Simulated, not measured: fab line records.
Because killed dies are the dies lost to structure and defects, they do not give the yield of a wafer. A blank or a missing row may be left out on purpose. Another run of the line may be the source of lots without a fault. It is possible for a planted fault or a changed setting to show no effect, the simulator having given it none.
fab line records | flow n5Finfet
record lots=6 wafers=18 lastDay=19
route steps=1938 shown BEOL_M0_SAQP@651 BEOL_M4@1111 PASSIVATION@1936
lots with no fault: from the same line, run without faults
startH: hours from the record's first day to the start of the lot's first wafer shown | waitH: how many hours have passed since the lot's step before this one | " the same as in the row above | L1.1+2: one row covering several wafers at once | - value missing, or start not given | * or withheld: withheld | < > ~ a bound
route shown NAME@n: a module of which the file shows steps, and the number in the route of the first | usual: the fault-free wafers' mean and standard deviation | same: alike in all rows | chamber/n: place in a boat | sites: readings site by site | _std_site: the values' standard deviation | _edge_site: the outer-site mean with the inner-site mean subtracted | radiusMm: for every site, how far away it sits from the centre of the wafer | mask NAME#n: copy n | behind: the most recent tool/chamber to have shaped the wafer | hold: what put the lot on hold/how long, in hours/how the hold closed | device: whichever transistor did not switch (one of n, p or np) | end of line: the route-end tests of the same wafers | a step given without rows: its recipe and nothing more | killed: not the wafer's yield, but the dies lost to structure and defects at the first sort | map: shows each die of a wafer: x if killed, . if not, _ if none is there
set.NAME: the run value of the setting; set.NAME@STEP: its run value at that earlier step | model.NAME: the simulator's own value behind a step, which no gauge read
certain route steps with their lots: each step a table, each wafer a row
services: when a tool's chamber went out of use (startH, in hours from the record's first day, below 0 if earlier), for how many hours, and the reason
## steps
# step N5_BEOL_M0_SAQP_INSPECT_16
# recipe mode=adi inspectInstrument=brightfield
# usual rawDefectCount=533/130
# columns lot.wafer tool chamber startH waitH rawDefectCount
L899.1 defectInspect-01 - 150.06 0.0 319
L899.4 " - " " 394
L899.5 " - " " 290
L902.1 defectInspect-01 - 160.12 0.0 654
L902.4 " - " " 497
L902.5 " - " " 437
L904.4 defectInspect-02 - 172.17 0.0 544
L904.5 " - " " 507
L904.6 " - " " 417
L914.1 defectInspect-01 - 234.73 0.0 397
L914.4 " - " " 422
L914.5 " - " " 426
L915.1 defectInspect-02 - 248.54 0.0 539
L915.2 " - " " 514
L915.3 " - " " 505
L916.2 defectInspect-02 - 249.11 0.0 548
L916.4 " - " " 464
L916.5 " - " " 438
# step N5_BEOL_M0_SAQP_DESCUM_19
# recipe chemistry=O2 timeS=7.9 sourcePowerW=50 biasPowerW=20 pressureMtorr=20 rfFrequencyHz=2.712e+07 tempC=40 resist=CAR-ArF o2FlowSccm=225
# step N5_BEOL_M0_SAQP_ETCH_83
# recipe chemistry=CF4 target=SiARC targetDepthA=390 maskMaterial=CAR-ArF timeS=65 ionEnergyEv=80 pressureMtorr=40 sourceW=545 biasW=36 Ar_flow_sccm=100 cf4FlowSccm=100 ends=cleared
# usual drypumpMotorCurrentA=5.5/0.39 etchRfOnTimeS=65.0/1.1 oesProductAu=0.68/0.068 rfVppV=184.2/0.96 showerheadPlenumPTorr=2.15/0.048 throttleValvePct=15.60/0.25
# columns lot.wafer tool chamber startH waitH drypumpMotorCurrentA etchRfOnTimeS oesProductAu rfHoursCounterH rfVppV showerheadPlenumPTorr throttleValvePct
L899.1 rieDiel-06 0 150.13 0.0 5.4 65.8 0.63 190 183.4 2.13 15.83
L899.4 " 2 " " 5.8 63.6 0.68 - 184.0 2.16 15.65
L899.5 " 3 " " 5.2 65.2 0.59 - 184.0 2.11 15.93
L902.1 rieDiel-05 3 160.30 0.0 5.4 67.0 0.65 120 184.2 2.16 15.36
L902.4 " 2 " " 5.8 64.2 0.70 94 183.8 2.16 15.90
L902.5 " 1 " " 4.9 64.7 0.74 - 182.2 2.09 15.34
L904.4 rieDiel-03 2 172.33 0.0 5.8 65.3 0.61 183 184.6 2.22 15.45
L904.5 " 1 " " 5.1 64.8 0.70 - 185.4 2.16 15.37
L904.6 " 2 " " 5.7 66.2 0.60 - 185.9 2.22 15.43
L914.1 rieDiel-05 1 234.80 0.0 4.9 64.8 0.72 74 184.0 2.08 15.36
L914.4 " 0 " " 4.9 65.0 0.58 235 184.2 2.12 15.94
L914.5 " 0 " " 4.9 64.9 0.59 - 185.6 2.12 15.94
L915.1 rieDiel-03 3 248.61 0.0 5.4 65.0 0.63 164 182.4 2.13 15.90
L915.2 " 1 " " 5.1 65.7 0.68 101 184.4 2.16 15.43
L915.3 " 0 " " 6.2 63.8 0.77 26 182.8 2.10 15.29
L916.2 rieDiel-03 1 249.17 0.0 5.1 65.0 0.69 101 186.4 2.16 15.41
L916.4 " 0 " " 6.2 64.2 0.76 27 184.4 2.10 15.27
L916.5 " 1 " " 5.1 65.3 0.68 - 184.4 2.16 15.41
# step N5_BEOL_M0_SAQP_ETCH_84
# recipe chemistry=N2/H2 target=SOC targetDepthA=1000 overetchA=200 maskMaterial=SiARC tempC=40 timeS=150 ionEnergyEv=200 pressureMtorr=30 sourceW=840 biasW=150 n2FlowSccm=200 h2FlowSccm=200
# usual drypumpMotorCurrentA=5.5/0.39 oesProductAu=0.71/0.067 rfVppV=524.1/1.8 showerheadPlenumPTorr=2.55/0.057 throttleValvePct=17.79/0.25
# columns lot.wafer tool chamber startH waitH drypumpMotorCurrentA oesProductAu rfHoursCounterH rfVppV showerheadPlenumPTorr throttleValvePct
L899.1 rieDiel-06 0 150.18 0.0 5.4 0.65 190 524.2 2.53 18.04
L899.4 " 2 " " 5.8 0.71 - 524.5 2.57 17.84
L899.5 " 3 " " 5.2 0.62 - 523.6 2.49 18.08
L902.1 rieDiel-05 3 160.35 0.0 5.4 0.70 120 524.9 2.55 17.52
L902.4 " 2 " " 5.9 0.74 94 524.9 2.56 18.09
L902.5 " 1 " " 4.9 0.78 - 520.9 2.48 17.52
L904.4 rieDiel-03 2 172.38 0.0 5.8 0.64 183 525.6 2.62 17.54
L904.5 " 1 " " 5.1 0.74 - 524.2 2.57 17.61
L904.6 " 2 " " 5.8 0.64 - 526.1 2.62 17.56
L914.1 rieDiel-05 1 234.85 0.0 4.9 0.75 74 521.7 2.47 17.55
L914.4 " 0 " " 4.9 0.62 235 523.7 2.51 18.11
L914.5 " 0 " " 4.9 0.62 - 523.3 2.51 18.12
L915.1 rieDiel-03 3 248.66 0.0 5.5 0.66 164 521.9 2.54 18.13
L915.2 " 1 " " 5.1 0.71 101 524.3 2.56 17.66
L915.3 " 0 " " 6.3 0.79 26 522.9 2.49 17.51
L916.2 rieDiel-03 1 249.22 0.0 5.1 0.72 102 525.4 2.56 17.65
L916.4 " 0 " " 6.2 0.79 27 523.3 2.49 17.52
L916.5 " 1 " " 5.1 0.72 - 524.9 2.56 17.67
# step N5_BEOL_M0_SAQP_STRIP_80
# recipe chemistry=N2/H2 tempC=40 n2FlowSccm=200 h2FlowSccm=200 rfFrequencyHz=6e+07
# step N5_BEOL_M0_SAQP_HM_OPEN_112
# recipe chemistry=CHF3/O2 target=SiO2 stopOn=a-Si targetDepthA=120 overEtchFrac=1.25 maskMaterial=SOC timeS=13.5 pressureMtorr=30 sourceW=650 biasW=170 Ar_flow_sccm=200 CHF3_flow_sccm=50 O2_flow_sccm=5 ionEnergyEv=200 ends=endPoint
# step N5_BEOL_M0_SAQP_STRIP_113
# recipe chemistry=CHF3/O2 resist=SiARC rfFrequencyHz=6e+07
# step N5_BEOL_M0_SAQP_MANDREL_ETCH_20
# recipe targetDepthA=600 chemistry=HBr/Cl2 target=a-Si stopOn=SiNx btTimeS=10 maskMaterial=SOC overEtchFrac=0.5 timeS=30 pressureMtorr=10 icpW=800 biasW=75 HBr_flow_sccm=150 Cl2_flow_sccm=80 ends=endPoint
# usual drypumpMotorCurrentA=5.87/0.29 oesProductAu=0.773/0.012 throttleValvePct=35.5/0.36
# same btTimeS=10
# columns lot.wafer tool chamber startH waitH drypumpMotorCurrentA oesProductAu rfHoursCounterH throttleValvePct
L899.1 rieSi-04 3 150.37 0.0 5.94 0.765 171 36.0
L899.4 " 2 " " 5.22 0.766 191 35.5
L899.5 " 3 " " 5.94 0.777 - 36.0
L902.1 rieSi-05 2 160.54 0.0 5.72 0.777 146 35.7
L902.4 " 1 " " 5.68 0.757 137 35.8
L902.5 " 2 " " 5.66 0.778 - 35.7
L904.4 rieSi-05 0 172.58 0.0 6.03 0.796 7 35.3
L904.5 " 3 " " 5.76 0.779 - 35.4
L904.6 " 2 " " 5.70 0.784 - 35.7
L914.1 rieSi-04 0 235.04 0.0 5.82 0.757 146 36.1
L914.4 " 1 " " 6.51 0.787 2 35.5
L914.5 " 3 " " 5.95 0.779 - 36.0
L915.1 rieSi-04 0 248.85 0.0 5.80 0.754 146 36.1
L915.2 " 2 " " 5.22 0.750 1 35.2
L915.3 " 3 " " 5.93 0.763 173 36.0
L916.2 rieSi-03 3 249.41 0.0 5.74 0.771 84 35.0
L916.4 " 1 " " 5.87 0.763 175 35.7
L916.5 " 3 " " 5.76 0.774 - 35.0
# step N5_BEOL_M0_SAQP_STRIP_86
# recipe chemistry=N2/H2 powerW=500 tempC=40 pressureMtorr=50 rfFrequencyHz=6e+07 overashFraction=0.3 biasPowerW=28 h2Frac=0.5 n2FlowSccm=300 h2FlowSccm=300
# step N5_BEOL_M0_SAQP_STRIP_115
# recipe chemistry=postEtchResidueRemover timeS=60 tempC=25 removerPh=withheld removerWaterWtPct=withheld removerFluorideWtPct=withheld
# step N5_BEOL_M0_SAQP_SRD_93
# recipe dry=ipaMarangoni timeS=30 tempC=23 rinseLiquid=diw
# step N5_BEOL_M0_SAQP_RECESS_114
# recipe chemistry=HF/NH3 target=SiO2 targetDepthA=144 afsCycles=3 tempC=30 sublimationTempC=180 sublimationTimeS=60
# usual drypumpMotorCurrentA=5.76/0.16
# columns lot.wafer tool chamber startH waitH drypumpMotorCurrentA
L899.1 vaporEtch-02 0 150.60 0.0 5.75
L899.4 " 1 " " 5.72
L899.5 " 0 " " 5.73
L902.1 vaporEtch-02 1 160.96 0.0 5.73
L902.4 " 1 " " 5.72
L902.5 " 0 " " 5.73
L904.4 vaporEtch-01 1 172.93 0.1 6.12
L904.5 " 1 " " 6.12
L904.6 " 0 " " 5.58
L914.1 vaporEtch-02 0 235.31 0.0 5.74
L914.4 " 0 " " 5.74
L914.5 " 0 " " 5.72
L915.1 vaporEtch-01 1 249.08 0.0 6.12
L915.2 " 0 " " 5.54
L915.3 " 1 " " 6.11
L916.2 vaporEtch-02 0 249.65 0.0 5.73
L916.4 " 1 " " 5.71
L916.5 " 0 " " 5.75
# step N5_BEOL_M0_SAQP_SPACER1_ALD_98
# recipe material=SiO2 targetThkA=128 tempC=300 aldPrecursorFamily=BDEAS aldCoReactant=O2-plasma pulseTimeS=1 purgeTimeS=2 coReactantPurgeTimeS=2 aldCycles=138 pressureTorr=2
# usual aldCycles=138/0 heaterPowerW=494/40 precursorPulseHeightRel=1.001/0.021
# columns lot.wafer tool chamber startH waitH aldCycles heaterPowerW precursorPulseHeightRel model.SiO2_of_BEOL_M0_SAQP_SPACER1_ALD_98.thkNm
L899.1 aldSin-02 1 150.99 0.3 138 502 0.997 12.8
L899.4 " 0 " " 138 488 1.029 12.8
L899.5 " 0 " " 138 491 0.996 12.8
L902.1 aldSin-02 1 161.87 0.8 138 485 1.024 12.6
L902.4 " 3 " " 127 366 1.002 11.6
L902.5 " 1 " " 138 510 1.060 12.8
L904.4 aldSin-02 2 173.19 0.1 127 485 1.013 11.8
L904.5 " 2 " " 138 489 0.982 12.8
L904.6 " 3 " " 127 373 1.013 11.8
L914.1 aldSin-01 1 236.97 1.5 138 530 0.989 13
L914.4 " 3 " " 138 517 0.999 13
L914.5 " 1 " " 138 523 1.024 12.8
L915.1 aldSin-01 0 250.73 1.5 138 520 1.008 12.8
L915.2 " 1 " " 138 543 0.992 12.8
L915.3 " 2 " " 138 501 0.965 12.8
L916.2 aldSin-04 1 250.74 1.0 138 502 1.027 12.8
L916.4 " 3 " " 138 478 1.000 12.8
L916.5 " 2 " " 138 509 0.989 12.8
# step N5_BEOL_M0_SAQP_SPACER1_ETCHBACK_99
# recipe chemistry=CHF3/O2 mode=anisotropicEtchback target=SiO2 targetDepthA=154 timeS=7.7 pressureMtorr=30 sourceW=650 biasW=170 Ar_flow_sccm=200 CHF3_flow_sccm=50 O2_flow_sccm=5 ionEnergyEv=200
# step N5_BEOL_M0_SAQP_MANDREL1_REMOVE_100
# recipe chemistry=HBr/Cl2/O2 btTimeS=10 target=a-Si stopOn=SiNx endpoint=OES-SiCl overEtchFrac=0.85 icpW=600 biasW=30 HBr_flow_sccm=150 Cl2_flow_sccm=80 O2_flow_sccm=5 pressureMtorr=10
# usual drypumpMotorCurrentA=5.9/0.34 oesProductAu=0.998/0.016 throttleValvePct=36.8/0.34
# same btTimeS=10
# columns lot.wafer tool chamber startH waitH drypumpMotorCurrentA oesProductAu rfHoursCounterH throttleValvePct model.SiO2_of_BEOL_M0_SAQP_SPACER1_ALD_98.thkNm model.BEOL_M0_SAQP.cdNm
L899.1 rieSi-05 3 151.55 0.1 5.7 1.010 88 36.7 7.4 12.8
L899.4 " 1 " " 5.7 0.976 137 37.1 7.4 12.8
L899.5 " 1 " " 5.7 0.979 - 37.1 7.4 12.8
L902.1 rieSi-04 3 162.65 0.1 5.9 0.986 171 37.2 7.2 12.6
L902.4 " 1 " " 6.5 1.010 1 36.8 6.4 11.8
L902.5 " 2 " " 5.2 1.006 - 36.7 7.4 12.8
L904.4 rieSi-03 0 173.75 0.0 5.9 0.986 89 36.3 6.4 11.8
L904.5 " 2 " " 6.3 0.996 - 36.5 7.4 12.8
L904.6 " 3 " " 5.7 1.007 - 36.2 6.4 11.8
L914.1 rieSi-05 1 237.53 0.1 5.7 0.986 139 37.1 7.6 13
L914.4 " 2 " " 5.7 1.014 148 37.0 7.6 13
L914.5 " 0 " " 6.0 1.044 - 36.6 7.4 13
L915.1 rieSi-04 1 251.33 0.1 6.5 1.020 2 36.7 7.4 12.8
L915.2 " 3 " " 5.9 1.001 173 37.2 7.4 12.8
L915.3 " 2 " " 5.2 0.983 1 36.5 7.4 12.8
L916.2 rieSi-03 1 251.37 0.1 5.9 1.002 175 36.9 7.4 12.8
L916.4 " 2 " " 6.3 0.997 69 36.5 7.4 12.8
L916.5 " 1 " " 5.9 0.994 - 36.9 7.4 12.8
# step N5_BEOL_M0_SAQP_CD_MEAS_25
# recipe targetCdNm=13.1 landingEnergyEv=1000 detector=seInlens
# usual cdNm=12.79/0.22
# columns lot.wafer tool chamber startH waitH cdNm
L899.1 cdSem-03 0 151.66 0.1 12.49
L899.4 " 0 " " 12.92
L899.5 " 0 " " 12.55
L902.1 cdSem-01 0 162.76 0.1 12.48
L902.4 " 0 " " 11.97
L902.5 " 0 " " 12.41
L904.4 cdSem-01 0 173.87 0.1 11.83
L904.5 " 0 " " 12.24
L904.6 " 0 " " 11.69
L914.1 cdSem-01 0 237.64 0.1 12.87
L914.4 " 0 " " 12.99
L914.5 " 0 " " 12.92
L915.1 cdSem-02 0 251.44 0.1 12.85
L915.2 " 0 " " 13.03
L915.3 " 0 " " 12.89
L916.2 cdSem-03 0 251.48 0.1 13.12
L916.4 " 0 " " 12.65
L916.5 " 0 " " 13.01
# step N5_BEOL_M0_SAQP_ETCH_101
# recipe chemistry=CH3F/O2 target=SiNx maskMaterial=SiO2 targetDepthA=299 timeS=42.7 pressureMtorr=30 sourceW=395 biasW=73 Ar_flow_sccm=150 CH3F_flow_sccm=30 O2_flow_sccm=20 ionEnergyEv=120
# usual drypumpMotorCurrentA=5.4/0.37 oes_f_703_au=0.79/0.078 oesProductAu=0.79/0.083 rfVppV=297.2/3 showerheadPlenumPTorr=2.01/0.044 throttleValvePct=16.39/0.24
# columns lot.wafer tool chamber startH waitH drypumpMotorCurrentA oes_f_703_au oesProductAu rfHoursCounterH rfVppV showerheadPlenumPTorr throttleValvePct
L899.1 rieDiel-06 2 151.70 0.0 5.8 0.80 0.80 92 298.5 2.02 16.41
L899.4 " 0 " " 5.4 0.73 0.73 - 295.0 1.99 16.59
L899.5 " 2 " " 5.8 0.80 0.80 - 296.2 2.02 16.41
L902.1 rieDiel-05 3 163.14 0.4 5.4 0.75 0.77 122 304.9 2.02 16.14
L902.4 " 0 " " 4.9 0.71 0.69 214 294.3 1.98 16.68
L902.5 " 1 " " 4.9 0.87 0.88 - 301.9 1.95 16.10
L904.4 rieDiel-06 0 173.94 0.1 5.5 0.73 0.72 - 296.2 1.99 16.62
L904.5 " 2 " " 5.8 0.78 0.79 - 296.5 2.02 16.41
L904.6 " 3 " " 5.2 0.69 0.68 - 295.4 1.96 16.70
L914.1 rieDiel-03 3 237.68 0.0 5.4 0.76 0.75 161 293.8 2.00 16.64
L914.4 " 2 " " 5.7 0.70 0.70 201 298.6 2.07 16.21
L914.5 " 0 " " 6.2 0.91 0.90 - 295.3 1.96 16.04
L915.1 rieDiel-05 3 251.48 0.0 5.4 0.73 0.75 144 302.5 2.01 16.21
L915.2 " 0 " " 4.9 0.68 0.68 238 294.3 1.98 16.70
L915.3 " 1 " " 4.9 0.83 0.84 77 299.6 1.94 16.15
L916.2 rieDiel-06 0 251.52 0.0 5.4 0.71 0.71 223 293.4 1.98 16.67
L916.4 " 2 " " 5.8 0.76 0.76 127 296.1 2.01 16.47
L916.5 " 3 " " 5.1 0.93 0.95 - 295.2 1.96 16.26
# step N5_BEOL_M4_RC_MEAS_101
# usual DIBL_N=36.2/1.2 DIBL_P=36.3/1.3 IOFF_N=0.155/0.019 IOFF_P=0.210/0.029 ION_N=677/8.6 ION_P=465/6.8 SS_N=71.4/0.48 SS_P=73.2/0.53 VT_N=249.9/2.4 VT_P=-250/3.2
# columns lot.wafer tool chamber startH waitH DIBL_N[mV/V] DIBL_P[mV/V] IOFF_N[nA/um] IOFF_P[nA/um] ION_N[uA/um] ION_P[uA/um] SS_N[mV/dec] SS_P[mV/dec] VT_N[mV] VT_P[mV]
L899.1 prober-02 0 216.13 0.0 34.9 35.8 0.154 0.217 693 471 71.2 72.6 249.1 -247
L899.4 " 0 " " 34.4 34.1 0.138 0.199 679 464 71.4 73.3 249.7 -249
L899.5 " 0 " " 36.1 37.7 0.175 0.253 686 480 71.2 73.4 246.2 -248
L902.1 prober-01 0 224.71 0.0 35.5 35.7 0.157 0.227 673 466 71.4 73.1 249.2 -245
L902.4 " 0 " " 36.1 37.2 0.177 0.255 683 477 71.6 73.7 248.7 -246
L902.5 " 0 " " 36.0 36.2 0.164 0.232 676 465 70.9 73.2 249.0 -246
L904.4 prober-01 0 254.03 0.5 36.9 36.8 0.174 0.242 679 470 71.8 73.6 248.2 -248
L904.5 " 0 " " 37.3 37.2 0.191 0.256 685 471 71.7 74.4 246.6 -248
L904.6 " 0 " " 34.5 34.0 0.137 0.197 658 461 71.2 72.6 249.8 -251
L914.1 prober-02 0 308.00 0.0 36.2 34.6 0.127 0.179 657 455 71.8 72.6 254.6 -251
L914.4 " 0 " " 38.5 38.3 0.184 0.237 684 466 72.1 73.5 246.3 -250
L914.5 " 0 " " 36.4 34.6 0.132 0.179 663 458 70.8 71.6 250.5 -254
L916.2 prober-02 0 322.93 0.2 35.8 33.9 0.136 0.171 666 457 71.1 72.9 251.7 -254
L916.4 " 0 " " 36.1 33.6 0.143 0.177 672 460 71.0 73.5 252.1 -252
L916.5 " 0 " " 34.6 32.5 0.121 0.152 661 452 70.6 72.2 253.8 -256
L915.1 prober-02 0 329.04 0.0 36.2 35.4 0.151 0.202 671 464 71.4 73.1 249.5 -252
L915.2 " 0 " " 35.7 35.3 0.148 0.196 665 455 71.2 72.5 251.8 -252
L915.3 " 0 " " 38.5 37.9 0.202 0.232 680 461 72.1 74.5 247.8 -252
# step N5_PASSIVATION_PROBE_49
# usual defectLimitedYield=91.2/1.4 killed_at_M0_to_M3=34/10 killed_at_M4_up=13/5.1 killedAtContacts=12/6.5 killedAtFrontEnd=41/11 killedAtOther=4/3.3 killedDies=104/16 killedOpen=69/13 killedShort=33/7 sort_bin_5_function=5.1/0.91 sort_bin_6_memory=3.3/0.69 sortNPass=1076/16 sortYieldPct=91.2/1.4
# same grossDies=1180 killedAtBackSide=0 sort_bin_4_leakage[%]=0 sort_bin_8_speed[%]=0
# columns lot.wafer tool chamber startH waitH defectLimitedYield[%] killed_at_M0_to_M3 killed_at_M4_up killedAtContacts killedAtFrontEnd killedAtOther killedDies killedOpen killedShort sort_bin_5_function[%] sort_bin_6_memory[%] sortNPass sortYieldPct[%]
L902.4 prober-01 - 328.42 0.2 91.8 50 4 12 29 2 97 63 31 5.3 2.7 1083 91.8
L902.5 prober-01 - 328.47 0.2 91.6 52 12 12 22 1 99 65 33 4.9 3.3 1081 91.6
L904.4 prober-02 - 356.74 0.2 90.9 43 12 5 46 1 107 64 37 4.8 3.3 1073 90.9
# killed by level:class
L902.4 BEOL_M0_SAQP:geometricParticle:open=12 MOL_CONTACT_COAG:geometricParticle:open=11 BEOL_M0_SAQP:geometricParticle:short=10 BEOL_M2:geometricParticle:open=10 GATE_CUT:geometricParticle:short=7 BEOL_M1:geometricParticle:open=6 FIN_SAQP:geometricParticle:open=5 STI_FIN_REVEAL:geometricParticle:open=4
L902.5 BEOL_M0_SAQP:geometricParticle:open=16 BEOL_M0_SAQP:geometricParticle:short=14 MOL_CONTACT_COAG:geometricParticle:open=9 BEOL_M2:geometricParticle:open=9 BEOL_M4:geometricParticle:open=7 FIN_SAQP:geometricParticle:open=4 BEOL_M0:geometricParticle:short=4 STI_FIN_REVEAL:geometricParticle:open=3
L904.4 BEOL_M1:geometricParticle:open=13 BEOL_M0_SAQP:geometricParticle:short=11 FIN_SAQP:geometricParticle:short=10 BEOL_M0_SAQP:geometricParticle:open=9 STI_FIN_REVEAL:geometricParticle:open=8 FIN_SAQP:geometricParticle:open=7 BEOL_M4:geometricParticle:open=6 HKMG_FIN:areaEtch=6
## services
# columns tool chamber startH hours kind
rieSi-04 0 143.64 3.5 repair
vaporEtch-01 - 144.17 28.1 pm
rieDiel-06 1 144.27 14.9 repair
rieDiel-03 3 152.15 13.5 repair
aldSin-04 - 154.79 14.6 pm
rieDiel-03 - 157.17 10.0 pm
rieDiel-06 1 161.77 - clean
rieDiel-06 1 161.77 - consumableReplace:focusRing
rieDiel-06 1 161.77 - consumableReplace:showerhead
rieDiel-06 1 161.77 18.3 scheduledDown
rieDiel-06 1 161.77 18.3 ventCycle
rieSi-04 0 164.24 2.1 repair
rieSi-04 2 174.84 - clean
rieDiel-05 3 175.74 3.6 repair
aldSin-04 - 176.75 14.0 pm
aldSin-01 - 177.28 1.1 repair
aldSin-01 3 200.20 3.2 repair
rieDiel-03 0 209.33 4.7 repair
rieSi-03 3 213.05 8.5 repair
rieSi-03 1 226.40 2.0 repair
rieDiel-06 0 235.18 4.9 repair
aldSin-01 2 237.46 3.8 repair
rieSi-05 1 244.10 18.4 repair
rieSi-05 0 248.16 9.0 repair
## key
firstSign step=N5_BEOL_M0_SAQP_SPACER1_ALD_98 reading=aldCycles direction=down sigmas=99+ usual=* struck=*
effect step=N5_BEOL_M0_SAQP_CD_MEAS_25 reading=cdNm direction=down sigmas=4.3 usual=12.79 struck=11.83
modelEffect step=N5_BEOL_M0_SAQP_SPACER1_ALD_98 value=SiO2_of_BEOL_M0_SAQP_SPACER1_ALD_98.thkNm without=12.8 struck=11.73
modelEffect step=N5_BEOL_M0_SAQP_MANDREL1_REMOVE_100 value=SiO2_of_BEOL_M0_SAQP_SPACER1_ALD_98.thkNm without=7.4 struck=6.4
metAt N5_BEOL_M0_SAQP_SPACER1_ALD_98
struckWafers L902.4,L904.4,L904.6
onsetBetween 150.99 161.87
fault kind=processParameterDrift tool=aldSin-02 chamber=- onsetH=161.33 steps=N5_BEOL_M0_SAQP_SPACER1_ALD_98 channel=aldCycles offset=* shape=step endH=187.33 scope=struckWafersOnly actsIn=* stated=*
